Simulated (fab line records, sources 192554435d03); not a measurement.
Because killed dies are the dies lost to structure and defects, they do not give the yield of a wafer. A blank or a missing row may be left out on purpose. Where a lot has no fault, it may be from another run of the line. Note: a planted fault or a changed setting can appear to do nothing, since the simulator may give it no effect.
Split-lot experiment	flow n5_finfet	on a route of 1938 steps: 7 lots, 21 wafers read

## THE SPLIT ITSELF
At N5_DUMMY_GATE_DESCUM_20 (chemistry O2, time 6.2 s), the setting time_s was moved away from the recipe's 6.2 s on 9 of the 21 wafers read, by -17.2% to +10.9%. This setting was run at the recipe's value on the other wafers.

The reading comes from the split's own step.

## THE READING
CAR-EUV_of_DUMMY_GATE_COAT_09.thk_nm (the simulator's own value, which no gauge read), in nm, at N5_DUMMY_GATE_DESCUM_20 (chemistry O2, time 6.2 s). The file does not state a usual value for it. Average 26.6 nm, standard deviation 0.11 nm, over the 12 wafers here run with the recipe.

wafer	tool, chamber at the split	time_s as run, s	against the recipe	CAR-EUV_of_DUMMY_GATE_COAT_09.thk_nm, nm	against lot-mates on the recipe
L076.1	rie_diel-03, 0	6.2	recipe	26.6	-
L076.2	rie_diel-03, 1	6.2	recipe	26.4	-
L076.5	rie_diel-03, 1	5.314	-14.3%	26.8	+0.3
L075.1	rie_diel-06, 0,3	5.827	-6.0%	26.6	+0.0
L075.2	rie_diel-06, 0,3	5.827	-6.0%	26.6	+0.0
L075.4	rie_diel-06, 1	6.2	recipe	26.6	-
L079.3	rie_diel-06, 0,3	6.2	recipe	26.6	-
L079.4	rie_diel-06, 0,3	6.2	recipe	26.6	-
L079.5	rie_diel-06, 0	5.134	-17.2%	27.2	+0.6
L080.2	rie_diel-06, 3,0	6.2	recipe	26.6	-
L080.5	rie_diel-06, 3,0	6.2	recipe	26.6	-
L080.3	rie_diel-06, 0	6.786	+9.5%	26.2	-0.4
L089.2	rie_diel-06, 2	5.761	-7.1%	26.6	+0.2
L089.3	rie_diel-06, 0	5.761	-7.1%	26.8	+0.4
L089.6	rie_diel-06, 2	6.2	recipe	26.4	-
L092.1	rie_diel-03, 2,0	6.2	recipe	26.6	-
L092.4	rie_diel-03, 2,0	6.2	recipe	26.6	-
L092.3	rie_diel-03, 3	6.2	recipe	26.8	-
L097.2	rie_diel-01, 1,3	6.877	+10.9%	26.2	-0.2
L097.5	rie_diel-01, 1,3	6.877	+10.9%	26.2	-0.2
L097.6	rie_diel-01, 2	6.2	recipe	26.4	-
If several chambers appear in one row, that row covers several wafers at once and the file leaves open which wafer was in which chamber.

THE FIT
A straight line over all 21 wafers: CAR-EUV_of_DUMMY_GATE_COAT_09.thk_nm changes by -0.0288 nm for each +1% of time_s; r = -0.87; the points scatter about the line by 0.12 nm.
The same after taking each lot's own level away (the mean of its wafers on the recipe; 21 wafers): -0.027 nm for each +1%; r = -0.88; scatter 0.1 nm.
Per that fit: largest time_s move, reading shift of 0.46 nm.
Across the lots, their own levels run from 26.40 to 26.67 nm, a range of 2.4 times the standard deviation given above.
The two slopes are in agreement: the lot-to-lot level therefore moves the slope only a little.
Check: for one of the wafers moved furthest among these (-17.2%), held out of the fit, the line's prediction against its lot-mates is +0.402 nm. It came out at +0.6 nm against them.

## ADDITIONAL SPLITS CARRIED BY THESE WAFERS
These wafers also went through other splits before the reading. Each is held against what the fit with the lots' levels taken away leaves over:
other split on the same wafers	wafers away from the commonest value	r with CAR-EUV_of_DUMMY_GATE_COAT_09.thk_nm (lot level and that fit taken away)
N5_ZERO_LAYER_PECVD_02 time_s	8	-0.18
N5_WELL_APT_COAT_02 spin_rpm	5	-0.06
N5_FIN_SAQP_PEB_14 peb_time_s	5	-0.23
N5_FIN_CUT_CUT_ETCH_26 time_s	7	+0.09
N5_DUMMY_GATE_EXPOSE_12 dose_mj	10	+0.22

## FILE'S OWN FIT
CAR-EUV_of_DUMMY_GATE_COAT_09.thk_nm changes by -0.0286 nm for each +1% of time_s, r = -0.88.
